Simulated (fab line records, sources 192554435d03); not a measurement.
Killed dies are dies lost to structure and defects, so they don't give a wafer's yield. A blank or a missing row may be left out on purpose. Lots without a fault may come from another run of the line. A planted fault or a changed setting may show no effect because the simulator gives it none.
fab line records | flow n5_finfet
record lots=24 wafers=72 last_day=18
route steps=1938 shown BEOL_M1@789 BEOL_M2@854
lots that met no fault: from a run of the same line without faults
start_h: hours from the record's first day to the start of the lot's first wafer shown | wait_h: hours since the lot's step before | " the same as in the row above | L1.1+2: a row that stands for several wafers | - no value, or no start given | * or withheld: withheld | < > ~ a bound
route shown NAME@n: a module of which the file shows steps, and the number in the route of the first | usual: mean/standard deviation of fault-free wafers | same: alike in all rows | chamber/n: place in a boat | sites: the reading at each site | _std_site: their standard deviation | _edge_site: outer sites' mean less inner sites' | radius_mm: how far each site lies from the wafer's centre | mask NAME#n: copy n | behind: the tool/chamber that last shaped the wafer | hold: why the lot was held/for how many hours/how that ended | device: the transistor (n, p or np) that didn't switch | end of line: the same wafers' tests at the end of the route | a step without rows: its recipe alone | killed: dies lost to structure and defects at the first sort, not the wafer's yield | map: a wafer's dies, x killed, . not, _ none there
set.NAME: the setting as run; set.NAME@STEP: as run at that earlier step | model.NAME: the simulator's own value behind a step, which no gauge read
steps of the route over a sample of lots; a table a step, a row a wafer
services: from which hour (start_h, from the record's first day; less than 0 if before it) a tool's chamber was out of use, for how many hours, and why
## steps
# step N5_BEOL_M1_DESCUM_33
# recipe chemistry=O2 time_s=7 source_power_w=50 bias_power_w=20 pressure_mtorr=20 rf_frequency_hz=2.712e+07 temp_c=40 resist=CAR-EUV o2_flow_sccm=225
# usual drypump_motor_current_A=5.7/0.44 oes_product_au=0.77/0.097 rf_vpp_V=242.7/1.4 showerhead_plenum_p_Torr=2.06/0.07 temp_c=39.98/0.1 throttle_valve_pct=20.28/0.26
# columns lot.wafer tool chamber start_h wait_h drypump_motor_current_A oes_product_au rf_hours_counter_h rf_vpp_V showerhead_plenum_p_Torr temp_c throttle_valve_pct
L075.3 rie_diel-04 2 122.32 0.3 6.2 0.91 31 243.8 2.13 40.08 19.90
L075.4 " 0 " " 5.8 0.69 224 242.6 2.06 40.16 20.60
L075.6 " 1 " " 5.7 0.78 - 241.0 1.93 40.06 20.22
L074.2 rie_diel-03 3 125.11 0.1 5.7 0.68 219 243.1 2.07 40.03 20.53
L074.5 " 2 " " 5.1 0.68 - 245.3 2.13 40.03 20.28
L074.6 " 3 " " 5.7 0.68 - 243.2 2.07 40.15 20.54
L076.1 rie_diel-04 1 132.28 0.0 5.7 0.77 130 240.6 1.93 39.86 20.22
L076.3 " 3 " " 5.2 0.70 192 243.2 1.99 39.92 20.24
L076.5 " 0 " " 5.8 0.69 - 242.8 2.06 40.01 20.60
L077.1 rie_diel-03 2 138.45 0.0 5.0 0.69 248 244.4 2.12 40.11 20.30
L077.2 " 3 " " 5.7 0.69 223 243.8 2.07 40.10 20.54
L077.3 " 0 " " 6.0 0.69 225 243.1 2.05 40.05 20.06
L078.1 rie_diel-01 3 148.96 0.2 5.6 0.77 141 245.3 2.18 40.11 20.15
L078.5 " 2 " " 5.2 0.78 - 241.9 2.03 39.81 20.32
L078.6 " 1 " " 5.8 0.86 - 241.6 2.03 40.05 20.08
L079.3 rie_diel-03 0 151.48 0.0 6.0 0.68 230 241.5 2.04 39.94 20.08
L079.5 " 1 " " 6.3 0.68 - 243.7 2.15 39.90 20.78
L079.6 " 3 " " 5.7 0.68 - 242.4 2.07 39.95 20.54
L080.3 rie_diel-01 3 155.15 0.0 5.6 0.77 143 243.6 2.18 39.97 20.16
L080.4 " 2 " " 5.2 0.78 - 242.8 2.03 39.95 20.32
L080.6 " 3 " " 5.6 0.77 - 244.7 2.18 39.89 20.17
L081.3 rie_diel-03 1 160.96 0.0 6.3 0.69 236 244.1 2.15 40.09 20.77
L081.4 " 1 " " 6.3 0.69 - 242.7 2.15 39.85 20.78
L081.5 " 3 " " 5.7 0.68 - 243.5 2.07 39.97 20.56
L082.2 rie_diel-03 2 169.10 0.0 5.0 0.99 1 244.3 2.12 40.01 19.96
L082.3 " 3 " " 5.7 0.67 235 242.5 2.07 39.98 20.56
L082.6 " 1 " " 6.3 0.68 - 243.9 2.15 39.87 20.78
L083.2 rie_diel-03 3 175.77 0.0 5.7 0.67 237 244.1 2.07 39.85 20.56
L083.5 " 1 " " 6.3 0.67 - 244.1 2.15 39.91 20.77
L083.6 " 2 " " 5.1 0.96 - 243.7 2.12 39.87 19.93
L084.1 rie_diel-04 2 186.85 0.1 6.2 0.88 50 243.2 2.12 40.20 19.93
L084.3 " 3 " " 5.2 0.68 208 241.4 1.98 39.75 20.27
L084.5 " 3 " " 5.2 0.69 - 242.1 1.98 39.80 20.26
L085.1 rie_diel-03 1 200.30 0.0 6.3 0.69 247 245.0 2.15 39.95 20.78
L085.3 " 3 " " 5.7 0.68 242 242.3 2.06 39.86 20.57
L085.4 " 0 " " 6.0 0.68 244 243.0 2.04 40.05 20.08
L086.2 rie_diel-01 0 207.34 0.0 4.9 0.92 13 242.5 2.06 40.01 20.03
L086.4 " 1 " " 5.7 0.84 81 243.4 2.03 39.99 20.11
L086.5 " 2 " " 5.2 0.77 - 240.6 2.02 40.02 20.34
L087.1 rie_diel-04 3 223.97 0.0 5.2 0.69 216 241.2 1.98 39.93 20.25
L087.4 " 0 " " 5.8 0.68 253 242.1 2.05 39.94 20.64
L087.5 " 3 " " 5.2 0.68 - 241.5 1.98 39.98 20.28
L088.2 rie_diel-01 1 229.27 0.1 5.8 0.83 87 241.6 2.02 40.23 20.11
L088.5 " 3 " " 5.6 0.75 - 244.5 2.17 40.08 20.20
L088.6 " 0 " " 4.9 0.89 - 241.5 2.06 40.08 20.05
L089.1 rie_diel-01 2 231.20 0.7 5.2 0.76 148 243.4 2.02 40.11 20.36
L089.4 " 0 " " 5.0 0.91 22 241.3 2.06 40.06 20.07
L089.6 " 0 " " 4.9 0.90 - 243.8 2.06 39.90 20.05
L091.2 rie_diel-03 0 231.77 0.4 6.0 0.67 255 243.7 2.03 40.01 20.11
L091.5 " 0 " " 6.0 0.67 - 242.1 2.03 39.99 20.11
L091.6 " 2 " " 5.0 0.92 - 243.1 2.12 39.95 19.97
L090.2 rie_diel-04 1 233.51 0.7 5.7 0.75 156 240.1 1.92 39.99 20.27
L090.4 " 3 " " 5.2 0.67 - 240.3 1.98 39.79 20.28
L090.5 " 2 " " 6.2 0.86 - 242.6 2.12 39.95 19.95
L092.4 rie_diel-03 2 234.01 0.1 5.0 0.92 - 243.5 2.12 40.00 19.97
L092.5 " 3 " " 5.7 0.66 - 241.3 2.06 40.03 20.59
L092.6 " 0 " " 6.0 0.67 - 242.8 2.03 39.91 20.11
L093.1 rie_diel-04 1 242.87 0.0 5.7 0.75 159 240.7 1.92 40.15 20.27
L093.2 " 3 " " 5.2 0.67 223 241.4 1.98 40.05 20.28
L093.6 " 1 " " 5.7 0.74 - 240.9 1.92 40.15 20.26
L094.1 rie_diel-03 3 247.70 0.1 5.7 0.66 261 241.5 2.06 39.90 20.58
L094.4 " 1 " " 6.3 0.93 - 241.9 2.14 39.93 20.50
L094.5 " 2 " " 5.0 0.89 - 244.0 2.11 40.00 19.97
L095.1 rie_diel-03 3 254.08 0.0 5.7 0.67 264 241.8 2.06 40.05 20.59
L095.3 " 2 " " 5.0 0.90 31 243.5 2.11 40.00 19.99
L095.4 " 2 " " 5.0 0.91 - 243.4 2.11 39.96 19.97
L096.3 rie_diel-04 2 260.30 0.0 6.2 0.85 74 243.5 2.12 40.04 19.98
L096.4 " 2 " " 6.2 0.85 - 243.4 2.12 40.11 19.97
L096.6 " 3 " " 5.2 0.68 - 241.1 1.98 40.01 20.28
L097.2 rie_diel-04 0 265.78 0.0 5.8 0.99 1 242.1 2.05 39.97 20.29
L097.3 " 1 " " 5.7 0.74 167 239.4 1.92 40.07 20.28
L097.5 " 1 " " 5.7 0.74 - 238.9 1.92 40.04 20.29
# step N5_BEOL_M1_PRE_CLEAN_45
# recipe gas=H2/He time_s=30 temp_c=250
# usual heater_power_w=348/17
# columns lot.wafer tool chamber start_h wait_h heater_power_w
L075.3 pvd_sputter-03 - 126.27 0.0 380
L075.4 " - " " 327
L075.6 " - " " 377
L074.2 pvd_sputter-01 - 127.82 0.0 325
L074.5 " - " " 334
L074.6 " - " " 340
L076.1 pvd_sputter-01 - 133.94 0.0 383
L076.3 " - " " 330
L076.5 " - " " 380
L077.1 pvd_sputter-03 - 141.92 0.0 339
L077.2 " - " " 365
L077.3 " - " " 382
L078.1 pvd_sputter-02 - 149.96 0.0 332
L078.5 " - " " 355
L078.6 " - " " 360
L079.3 pvd_sputter-02 - 156.45 0.0 353
L079.5 " - " " 344
L079.6 " - " " 357
L080.3 pvd_sputter-02 - 159.51 0.0 355
L080.4 " - " " 349
L080.6 " - " " 350
L081.3 pvd_sputter-01 - 165.10 0.0 339
L081.4 " - " " 323
L081.5 " - " " 378
L082.2 pvd_sputter-01 - 174.58 0.0 333
L082.3 " - " " 338
L082.6 " - " " 337
L083.2 pvd_sputter-01 - 177.50 0.0 324
L083.5 " - " " 326
L083.6 " - " " 382
L084.1 pvd_sputter-02 - 192.36 0.0 360
L084.3 " - " " 352
L084.5 " - " " 360
L085.1 pvd_sputter-03 - 203.17 0.0 365
L085.3 " - " " 328
L085.4 " - " " 359
L086.2 pvd_sputter-03 - 209.96 0.0 354
L086.4 " - " " 324
L086.5 " - " " 332
L087.1 pvd_sputter-02 - 226.20 0.0 349
L087.4 " - " " 352
L087.5 " - " " 356
L088.2 pvd_sputter-03 - 230.36 0.0 362
L088.5 " - " " 376
L088.6 " - " " 329
L089.1 pvd_sputter-03 - 232.72 0.0 380
L089.4 " - " " 340
L089.6 " - " " 350
L091.2 pvd_sputter-01 - 232.82 0.0 339
L091.5 " - " " 380
L091.6 " - " " 341
L090.2 pvd_sputter-03 - 236.15 0.0 352
L090.4 " - " " 368
L090.5 " - " " 354
L092.4 pvd_sputter-02 - 238.10 0.0 351
L092.5 " - " " 352
L092.6 " - " " 339
L093.1 pvd_sputter-02 - 246.72 0.0 350
L093.2 " - " " 348
L093.6 " - " " 352
L094.1 pvd_sputter-03 - 251.23 0.0 358
L094.4 " - " " 323
L094.5 " - " " 328
L095.1 pvd_sputter-03 - 255.72 0.0 344
L095.3 " - " " 328
L095.4 " - " " 359
L096.3 pvd_sputter-02 - 261.34 0.0 335
L096.4 " - " " 354
L096.6 " - " " 352
L097.2 pvd_sputter-03 - 269.77 0.0 387
L097.3 " - " " 353
L097.5 " - " " 344
# step N5_BEOL_M1_THK_MEAS_53
# recipe thk_meas_gauge=xrf reads=Cu_of_BEOL_M1_ECD_50
# usual M1_THK=39.4/1.7
# columns lot.wafer tool chamber start_h wait_h M1_THK[nm]
L075.3 film_metro-02 - 129.85 - 37.0
L075.4 " - " " 40.9
L075.6 " - " " 38.9
L074.2 film_metro-01 - 131.14 - 39.2
L074.5 " - " " 40.0
L074.6 " - " " 39.2
L076.1 film_metro-01 - 137.84 - 38.2
L076.3 " - " " 38.0
L076.5 " - " " 39.9
L077.1 film_metro-02 - 145.19 - 38.2
L077.2 " - " " 38.2
L077.3 " - " " 38.0
L078.1 film_metro-01 - 153.32 - 39.0
L078.5 " - " " 38.0
L078.6 " - " " 40.0
L079.3 film_metro-01 - 159.78 - 40.6
L079.5 " - " " 39.4
L079.6 " - " " 40.4
L080.3 film_metro-02 - 162.66 - 37.5
L080.4 " - " " 37.1
L080.6 " - " " 37.0
L081.3 film_metro-01 - 168.41 - 38.6
L081.4 " - " " 42.0
L081.5 " - " " 41.1
L082.2 film_metro-01 - 177.79 - 37.5
L082.3 " - " " 37.3
L082.6 " - " " 36.1
L083.2 film_metro-02 - 180.63 - 38.0
L083.5 " - " " 37.8
L083.6 " - " " 40.5
L084.1 film_metro-02 - 196.80 - 40.8
L084.3 " - " " 40.0
L084.5 " - " " 40.8
L085.1 film_metro-01 - 206.74 - 37.9
L085.3 " - " " 37.3
L085.4 " - " " 40.0
L086.2 film_metro-01 - 213.09 - 39.1
L086.4 " - " " 39.0
L086.5 " - " " 39.9
L087.1 film_metro-01 - 229.50 - 39.8
L087.4 " - " " 42.5
L087.5 " - " " 41.6
L088.2 film_metro-01 - 233.50 - 37.6
L088.5 " - " " 39.3
L088.6 " - " " 40.6
L089.1 film_metro-02 - 235.78 - 39.4
L089.4 " - " " 37.7
L089.6 " - " " 40.7
L091.2 film_metro-01 - 236.05 - 39.2
L091.5 " - " " 42.5
L091.6 " - " " 40.3
L090.2 film_metro-02 - 240.43 - 40.9
L090.4 " - " " 41.7
L090.5 " - " " 42.1
L092.4 film_metro-02 - 241.40 - 37.7
L092.5 " - " " 38.5
L092.6 " - " " 37.3
L093.1 film_metro-02 - 249.97 - 39.4
L093.2 " - " " 41.1
L093.6 " - " " 42.2
L094.1 film_metro-02 - 255.62 - 37.6
L094.4 " - " " 38.2
L094.5 " - " " 38.5
L095.1 film_metro-02 - 259.29 - 37.8
L095.3 " - " " 39.7
L095.4 " - " " 41.4
L096.3 film_metro-01 - 264.58 - 39.9
L096.4 " - " " 42.2
L096.6 " - " " 41.8
L097.2 film_metro-02 - 273.03 - 41.0
L097.3 " - " " 40.3
L097.5 " - " " 42.1
# step N5_BEOL_M1_PRE_CLEAN_60
# recipe gas=NH3/H2 time_s=15 temp_c=* rf_power_w=300
# usual heater_power_w=86/13
# columns lot.wafer tool chamber start_h wait_h heater_power_w
L075.3 cvd_co-01 0 129.90 0.1 97
L075.4 " 2 " " 98
L075.6 " 2 " " 98
L074.2 cvd_co-02 0 131.17 0.0 87
L074.5 " 1 " " 98
L074.6 " 2 " " 66
L076.1 cvd_co-02 2 137.88 0.0 66
L076.3 " 1 " " 97
L076.5 " 2 " " 65
L077.1 cvd_co-01 2 145.22 0.0 104
L077.2 " 0 " " 98
L077.3 " 1 " " 76
L078.1 cvd_co-01 2 153.36 0.0 101
L078.5 " 1 " " 76
L078.6 " 2 " " 100
L079.3 cvd_co-01 2 159.81 0.0 101
L079.5 " 1 " " 76
L079.6 " 0 " " 97
L080.3 cvd_co-02 0 162.71 0.1 85
L080.4 " 2 " " 64
L080.6 " 0 " " 86
L081.3 cvd_co-02 1 168.44 0.0 99
L081.4 " 1 " " 97
L081.5 " 0 " " 87
L082.2 cvd_co-02 0 177.84 0.0 88
L082.3 " 1 " " 97
L082.6 " 2 " " 66
L083.2 cvd_co-01 2 180.66 0.0 102
L083.5 " 2 " " 101
L083.6 " 1 " " 78
L084.1 cvd_co-01 2 196.84 0.0 100
L084.3 " 1 " " 78
L084.5 " 2 " " 98
L085.1 cvd_co-02 1 207.36 0.6 98
L085.3 " 2 " " 66
L085.4 " 0 " " 86
L086.2 cvd_co-01 1 213.12 0.0 77
L086.4 " 1 " " 77
L086.5 " 2 " " 101
L087.1 cvd_co-02 1 229.59 0.1 98
L087.4 " 0 " " 86
L087.5 " 2 " " 67
L088.2 cvd_co-02 1 233.53 0.0 98
L088.5 " 2 " " 67
L088.6 " 1 " " 99
L089.1 cvd_co-02 1 235.82 0.0 97
L089.4 " 2 " " 66
L089.6 " 0 " " 87
L091.2 cvd_co-02 1 236.10 0.0 96
L091.5 " 0 " " 87
L091.6 " 2 " " 65
L090.2 cvd_co-01 0 240.47 0.0 98
L090.4 " 1 " " 78
L090.5 " 0 " " 100
L092.4 cvd_co-01 0 241.45 0.1 99
L092.5 " 2 " " 101
L092.6 " 1 " " 78
L093.1 cvd_co-01 2 250.01 0.0 101
L093.2 " 1 " " 79
L093.6 " 1 " " 81
L094.1 cvd_co-02 1 255.66 0.0 97
L094.4 " 0 " " 87
L094.5 " 2 " " 66
L095.1 cvd_co-02 0 259.33 0.0 88
L095.3 " 2 " " 66
L095.4 " 0 " " 89
L096.3 cvd_co-02 2 264.64 0.1 68
L096.4 " 0 " " 89
L096.6 " 0 " " 88
L097.2 cvd_co-02 0 273.19 0.2 88
L097.3 " 2 " " 65
L097.5 " 0 " " 88
# step N5_BEOL_M2_CD_MEAS_11
# recipe target_cd_nm=16.79 landing_energy_ev=500 detector=se_inlens polarity=opening
# usual cd_nm=16.82/0.26
# columns lot.wafer tool chamber start_h wait_h cd_nm
L075.3 cd_sem-03 0 131.60 - 16.68
L075.4 " 0 " " 16.70
L075.6 " 0 " " 17.25
L074.2 cd_sem-01 0 132.74 - 17.07
L074.5 " 0 " " 16.65
L074.6 " 0 " " 17.01
L076.1 cd_sem-01 0 139.21 - 16.60
L076.3 " 0 " " 17.12
L076.5 " 0 " " 17.04
L077.1 cd_sem-01 0 146.78 - 16.75
L077.2 " 0 " " 16.41
L077.3 " 0 " " 16.53
L078.1 cd_sem-03 0 154.89 - 16.84
L078.5 " 0 " " 17.04
L078.6 " 0 " " 16.88
L079.3 cd_sem-03 0 160.84 - 16.95
L079.5 " 0 " " 16.80
L079.6 " 0 " " 16.74
L080.3 cd_sem-03 0 164.40 - 16.86
L080.4 " 0 " " 16.62
L080.6 " 0 " " 16.48
L081.3 cd_sem-01 0 169.82 - 17.09
L081.4 " 0 " " 16.99
L081.5 " 0 " " 17.35
L082.2 cd_sem-01 0 178.68 - 16.67
L082.3 " 0 " " 16.54
L082.6 " 0 " " 17.11
L083.2 cd_sem-03 0 182.66 - 16.60
L083.5 " 0 " " 16.87
L083.6 " 0 " " 17.02
L084.1 cd_sem-01 0 198.71 - 16.89
L084.3 " 0 " " 17.08
L084.5 " 0 " " 16.59
L085.1 cd_sem-02 0 209.68 - 16.59
L085.3 " 0 " " 16.79
L085.4 " 0 " " 16.97
L086.2 cd_sem-02 0 214.30 - 17.15
L086.4 " 0 " " 17.09
L086.5 " 0 " " 16.97
L087.1 cd_sem-01 0 230.58 - 16.64
L087.4 " 0 " " 16.63
L087.5 " 0 " " 16.43
L088.2 cd_sem-03 0 235.74 - 16.99
L088.5 " 0 " " 16.96
L088.6 " 0 " " 16.56
L089.1 cd_sem-01 0 237.49 - 17.02
L089.4 " 0 " " 16.52
L089.6 " 0 " " 16.87
L091.2 cd_sem-01 0 237.64 - 16.96
L091.5 " 0 " " 17.38
L091.6 " 0 " " 16.77
L090.2 cd_sem-01 0 242.07 - 16.58
L090.4 " 0 " " 16.35
L090.5 " 0 " " 17.30
L092.4 cd_sem-02 0 242.57 - 17.18
L092.5 " 0 " " 16.60
L092.6 " 0 " " 16.63
L093.1 cd_sem-01 0 251.74 - 16.81
L093.2 " 0 " " 16.81
L093.6 " 0 " " 16.62
L094.1 cd_sem-03 0 258.89 - 16.82
L094.4 " 0 " " 17.04
L094.5 " 0 " " 16.65
L095.1 cd_sem-01 0 260.26 - 16.63
L095.3 " 0 " " 16.59
L095.4 " 0 " " 16.43
L096.3 cd_sem-02 0 268.20 - 16.29
L096.4 " 0 " " 16.75
L096.6 " 0 " " 17.17
L097.2 cd_sem-03 0 274.42 - 17.06
L097.3 " 0 " " 16.77
L097.5 " 0 " " 17.07
# step N5_BEOL_M2_ETCHBACK_99
# recipe chemistry=CHF3 target=SiO2 target_depth_a=50 time_s=10.4 source_w=215 bias_w=47 Ar_flow_sccm=200 CHF3_flow_sccm=12 ion_energy_ev=100 pressure_mtorr=30
# usual drypump_motor_current_A=5.6/0.42 oes_product_au=0.79/0.071 rf_vpp_V=241/6.3 showerhead_plenum_p_Torr=2.15/0.059 throttle_valve_pct=16.87/0.3
# columns lot.wafer tool chamber start_h wait_h drypump_motor_current_A oes_product_au rf_hours_counter_h rf_vpp_V showerhead_plenum_p_Torr throttle_valve_pct
L075.3 rie_diel-06 2 138.19 5.2 6.4 0.70 223 229 2.05 17.70
L075.4 " 1 " " 5.1 0.68 239 235 2.12 17.07
L075.6 " 2 " " 6.4 0.71 - 230 2.05 17.71
L074.2 rie_diel-05 3 142.48 8.4 5.4 0.69 230 241 2.14 17.10
L074.5 " 3 " " 5.4 0.69 - 241 2.14 17.11
L074.6 " 2 " " 5.6 0.80 - 242 2.19 17.01
L076.1 rie_diel-06 3 143.10 2.4 6.6 0.70 204 243 2.21 17.20
L076.3 " 2 " " 6.5 0.71 226 229 2.05 17.72
L076.5 " 1 " " 5.1 0.67 - 235 2.12 17.06
L077.1 rie_diel-05 2 149.16 1.1 5.6 0.80 96 243 2.19 17.01
L077.2 " 3 " " 5.4 0.69 232 244 2.14 17.12
L077.3 " 1 " " 4.8 0.96 2 234 2.11 16.35
L078.1 rie_diel-02 3 159.02 2.7 5.8 0.81 103 238 2.17 16.84
L078.5 " 0 " " 5.7 0.85 - 242 2.10 16.70
L078.6 " 3 " " 5.8 0.81 - 240 2.17 16.81
L079.3 rie_diel-02 0 164.12 2.1 5.7 0.85 62 241 2.10 16.70
L079.5 " 0 " " 5.7 0.85 - 241 2.10 16.71
L079.6 " 3 " " 5.8 0.81 - 238 2.17 16.82
L080.3 rie_diel-02 0 176.88 11.2 5.7 0.84 65 242 2.10 16.72
L080.4 " 3 " " 5.8 0.81 108 238 2.17 16.83
L080.6 " 3 " " 5.8 0.80 - 237 2.17 16.84
L081.3 rie_diel-02 0 181.62 10.1 5.7 0.84 67 243 2.10 16.74
L081.4 " 1 " " 6.0 0.71 214 250 2.21 17.14
L081.5 " 2 " " 5.3 0.87 - 252 2.26 16.43
L082.2 rie_diel-02 3 182.19 1.9 5.8 0.81 110 238 2.17 16.84
L082.3 " 2 " " 5.3 0.87 40 252 2.26 16.43
L082.6 " 0 " " 5.7 0.84 - 240 2.10 16.72
L083.2 rie_diel-05 1 184.24 0.2 4.8 0.92 16 233 2.10 16.40
L083.5 " 1 " " 4.9 0.92 - 234 2.10 16.37
L083.6 " 0 " " 5.2 0.80 - 236 2.10 16.87
L084.1 rie_diel-02 1 205.56 2.8 6.0 0.71 224 250 2.20 17.15
L084.3 " 2 " " 5.4 0.87 49 252 2.26 16.45
L084.5 " 0 " " 5.7 0.83 - 240 2.10 16.74
L085.1 rie_diel-05 2 213.71 2.0 5.6 0.76 125 244 2.18 17.07
L085.3 " 1 " " 4.8 0.88 31 235 2.10 16.41
L085.4 " 2 " " 5.6 0.76 - 242 2.18 17.07
L086.2 rie_diel-05 2 215.85 0.1 5.6 0.77 126 244 2.17 17.07
L086.4 " 1 " " 4.9 0.89 - 233 2.10 16.42
L086.5 " 0 " " 5.3 0.78 - 236 2.10 16.89
L087.1 rie_diel-06 3 235.17 2.0 6.6 0.69 229 243 2.20 17.27
L087.4 " 3 " " 6.6 0.69 - 244 2.20 17.27
L087.5 " 0 " " 5.0 0.88 - 247 2.27 16.72
L088.2 rie_diel-05 0 241.40 3.9 5.3 0.77 131 235 2.09 16.93
L088.5 " 3 " " 5.4 0.94 - 241 2.13 16.71
L088.6 " 0 " " 5.3 0.77 - 237 2.09 16.92
L089.1 rie_diel-02 1 241.74 3.1 6.0 0.69 240 249 2.20 17.18
L089.4 " 3 " " 5.8 0.78 135 237 2.16 16.87
L089.6 " 0 " " 5.7 0.80 - 241 2.09 16.77
L091.2 rie_diel-02 0 243.40 4.4 5.7 0.82 94 242 2.09 16.77
L091.5 " 3 " " 5.8 0.78 - 237 2.16 16.88
L091.6 " 0 " " 5.7 0.80 - 241 2.09 16.77
L090.2 rie_diel-02 0 245.40 2.1 5.7 0.81 94 242 2.09 16.76
L090.4 " 2 " " 5.4 0.84 62 251 2.25 16.48
L090.5 " 0 " " 5.7 0.81 - 240 2.09 16.78
L092.4 rie_diel-05 1 250.97 7.0 4.8 0.86 46 233 2.09 16.43
L092.5 " 0 " " 5.2 0.76 - 234 2.09 16.94
L092.6 " 3 " " 5.4 0.91 - 240 2.13 16.71
L093.1 rie_diel-05 2 258.00 4.6 5.6 0.75 142 243 2.17 17.11
L093.2 " 1 " " 4.8 0.85 49 234 2.09 16.44
L093.6 " 2 " " 5.6 0.75 - 241 2.17 17.11
L094.1 rie_diel-02 0 260.63 0.3 5.7 0.80 101 242 2.09 16.78
L094.4 " 1 " " 6.0 0.69 247 250 2.19 17.20
L094.5 " 0 " " 5.7 0.80 - 240 2.09 16.78
L095.1 rie_diel-02 2 264.12 2.5 5.4 0.84 69 252 2.25 16.51
L095.3 " 0 " " 5.7 0.81 102 241 2.09 16.77
L095.4 " 3 " " 5.8 0.77 143 237 2.15 16.89
L096.3 rie_diel-02 3 280.10 10.4 5.8 0.76 149 238 2.15 16.91
L096.4 " 0 " " 5.7 0.79 - 242 2.09 16.80
L096.6 " 2 " " 5.3 0.83 - 252 2.25 16.52
L097.2 rie_diel-05 1 284.96 9.0 4.8 0.84 59 234 2.09 16.46
L097.3 " 3 " " 5.4 0.88 24 242 2.12 16.73
L097.5 " 0 " " 5.3 0.75 - 235 2.09 16.95
## services
# columns tool chamber start_h hours kind
rie_diel-02 0 122.41 2.5 repair
rie_diel-04 1 136.39 8.7 repair
rie_diel-03 2 142.38 - clean
rie_diel-03 2 142.38 - consumable_replace:focus_ring
rie_diel-02 0 151.41 1.6 repair
rie_diel-06 2 168.37 33.9 repair
rie_diel-01 1 186.61 6.5 repair
rie_diel-06 - 195.13 28.1 pm
rie_diel-04 3 198.65 1.7 repair
cvd_co-01 0 203.85 11.4 repair
rie_diel-03 1 213.86 - clean
rie_diel-03 1 213.86 - consumable_replace:focus_ring
rie_diel-03 1 213.86 20.2 scheduled_down
rie_diel-03 1 213.86 20.2 vent_cycle
rie_diel-01 1 218.33 2.2 repair
rie_diel-04 - 237.68 2.8 pm
rie_diel-05 - 250.18 0.4 repair
rie_diel-01 0 254.85 1.3 repair
cvd_co-02 1 263.33 22.5 repair
rie_diel-02 1 268.76 - clean
rie_diel-02 1 268.76 - consumable_replace:focus_ring
rie_diel-02 1 268.76 20.5 scheduled_down
rie_diel-02 1 268.76 20.5 vent_cycle
rie_diel-01 0 269.55 3.6 repair
## key
fault none
